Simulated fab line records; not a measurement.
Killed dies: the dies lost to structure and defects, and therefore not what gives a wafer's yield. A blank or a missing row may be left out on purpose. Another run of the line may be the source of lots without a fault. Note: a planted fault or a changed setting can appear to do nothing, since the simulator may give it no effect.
Chamber matching	flow n5-finfet	4 sister chambers for N5_SDB_CUT_ETCH_26 on rie-si-05
The step etches Si in HBr/Cl2/O2, target depth 129.6 nm, bt time 20 s, time 51.8 s. 18 wafers are shown with their chamber, then 9 later ones without.

== WAFERS WITH THEIR CHAMBER ==
wafer	chamber	throttle-valve-pct (%)	drypump-motor-current-A (A)	oes-product-au (a.u.)
L076.2	0	37.68	5.8	1.016
L076.4	3	37.19	5.5	1.009
L076.5	3	37.21	5.5	0.995
L080.2	1	37.45	6.0	1.024
L080.3	2	37.51	5.4	0.990
L080.5	0	37.70	5.9	1.016
L083.1	2	37.51	5.4	0.995
L083.3	1	37.43	5.9	1.016
L083.4	0	37.70	5.8	1.022
L084.2	3	37.21	5.5	1.004
L084.5	0	37.69	5.8	1.015
L084.6	3	37.20	5.5	1.005
L087.2	1	37.44	5.9	1.019
L087.3	0	37.68	5.8	1.016
L087.6	2	37.50	5.3	0.994
L091.1	3	37.21	5.4	1.005
L091.2	1	37.44	5.9	1.023
L091.3	0	37.68	5.8	1.021

SIGNATURES (means of the wafers above)
reading	chamber 0	chamber 1	chamber 2	chamber 3	scatter within a chamber
throttle-valve-pct	37.6883	37.4400	37.5067	37.2040	0.00874
drypump-motor-current-A	5.817	5.925	5.367	5.480	0.0467
oes-product-au	1.01767	1.02050	0.99300	1.00360	0.00385
Rule: distance of a wafer from a chamber = root of the sum over the readings of ((wafer's reading minus chamber's mean) / reading's scatter) squared. If the next closest chamber is less than 2 further off than the closest, the wafer can't be placed; otherwise it belongs to the closest. How the scatter is found: for the shown wafers, subtract from each reading the mean of its chamber, square and add these, divide the total by (wafers less chambers), then take the root.

== WAFERS MISSING THEIR CHAMBER ==
wafer	throttle-valve-pct (%)	drypump-motor-current-A (A)	oes-product-au (a.u.)
L093.1	37.69	5.9	1.020
L093.2	37.50	5.3	0.991
L093.6	37.22	5.5	1.004
L094.1	37.69	5.9	1.016
L094.2	37.50	5.3	0.994
L094.6	37.51	5.3	0.989
L096.2	37.51	5.3	0.990
L096.5	37.44	5.9	1.024
L096.6	37.51	5.4	0.993

== CHAMBER TAKEN BY EACH ==
wafer	from the rows above	in truth
L093.1	0	0
L093.2	2	2
L093.6	3	3
L094.1	0	0
L094.2	2	2
L094.6	2	2
L096.2	2	2
L096.5	1	1
L096.6	2	2
9 of 9 placed correctly. Not placeable from these rows: 0. 0 placed wrongly.
